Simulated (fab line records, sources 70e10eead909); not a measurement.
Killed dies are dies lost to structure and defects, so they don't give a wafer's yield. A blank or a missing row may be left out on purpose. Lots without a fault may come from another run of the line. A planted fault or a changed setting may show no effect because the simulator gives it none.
Which tool did it? | flow nand_harc | 6 lots, 18 wafers sampled, at 4 steps of a route of 1302

WHAT THE GAUGES READ, wafer by wafer
NHARC_P_GATE_CD_MEAS_59: target cd 720 nm.
lot  | measured     | on        | cd_nm (nm)
L153 | day 6 11:00  | cd_sem-01 | 720.3 719.3 717.5
L158 | day 8 14:34  | cd_sem-02 | 717.8 720.1 718.3
L160 | day 9 19:26  | cd_sem-02 | 721.0 719.9 721.0
L166 | day 11 15:05 | cd_sem-02 | 716.6 715.7 718.0
L170 | day 13 12:12 | cd_sem-03 | 744.1 742.8 715.9
L174 | day 15 11:58 | cd_sem-01 | 719.0 719.8 719.6

WHICH TOOL RAN EACH LOT (tool, then ch and the chambers of the sampled wafers, then the start)
lot  | NHARC_P_GATE_DESCUM_31             | NHARC_P_GATE_STRIP_108            | NHARC_P_GATE_EXPOSE_56
L153 | rie_diel-01 ch 2,3, day 5 21:17    | rie_diel-08 ch 0,1,3, day 5 22:10 | krf_scanner-02 ch 0, day 6 10:50
L158 | rie_diel-08 ch 1,2,3, day 8 00:49  | rie_diel-01 ch 0,1,2, day 8 01:32 | krf_scanner-04 ch 0, day 8 14:25
L160 | rie_diel-01 ch 2,3, day 9 06:05    | rie_diel-05 ch 0,2,3, day 9 06:44 | krf_scanner-02 ch 0, day 9 19:17
L166 | rie_diel-05 ch 0,1,2, day 11 01:25 | rie_diel-08 ch 1,2, day 11 02:10  | krf_scanner-02 ch 0, day 11 14:56
L170 | rie_diel-08 ch 0,1,2, day 12 22:41 | rie_diel-01 ch 0,1, day 12 23:18  | krf_scanner-02 ch 0, day 13 12:02
L174 | rie_diel-01 ch 0,1,3, day 14 22:03 | rie_diel-08 ch 0,3, day 14 22:41  | krf_scanner-04 ch 0, day 15 11:49
- NHARC_P_GATE_DESCUM_31: chemistry O2, time 3 s.
- NHARC_P_GATE_STRIP_108: strips in O2.
- NHARC_P_GATE_EXPOSE_56: exposes mask P PSD, target cd 720 nm.

THE ANSWER, worked out from the rows above alone
Rule: what is usual is taken from the lots themselves. Put in order of their means at a reading, lots are off if they are a third of the lots or fewer, leave a main group of 4 or more, and stand apart from it by a gap of 3 or more times the standard deviation of the main group's means; of several such gaps the widest counts. A main group whose means are all the same, to the digits that the tables above print for the reading, isn't used. A lot without any number at a reading at which 4 lots or more have one is off too. The other lots that the step has rows for count as sound.
Off: L170, at NHARC_P_GATE_CD_MEAS_59 (cd_nm). The main group: mean 718.9 nm, standard deviation 1.3.
A tool fits if, at a process step before that reading, it ran every lot that is off, and no sound lot after the first of them. The gauges at NHARC_P_GATE_CD_MEAS_59 are tried like those tools. Can't be told from this: 4 tools fit, rie_diel-08 at NHARC_P_GATE_DESCUM_31, rie_diel-01 at NHARC_P_GATE_STRIP_108, krf_scanner-02 at NHARC_P_GATE_EXPOSE_56, cd_sem-03 at NHARC_P_GATE_CD_MEAS_59.

WHAT THE SIMULATOR HAD PUT IN
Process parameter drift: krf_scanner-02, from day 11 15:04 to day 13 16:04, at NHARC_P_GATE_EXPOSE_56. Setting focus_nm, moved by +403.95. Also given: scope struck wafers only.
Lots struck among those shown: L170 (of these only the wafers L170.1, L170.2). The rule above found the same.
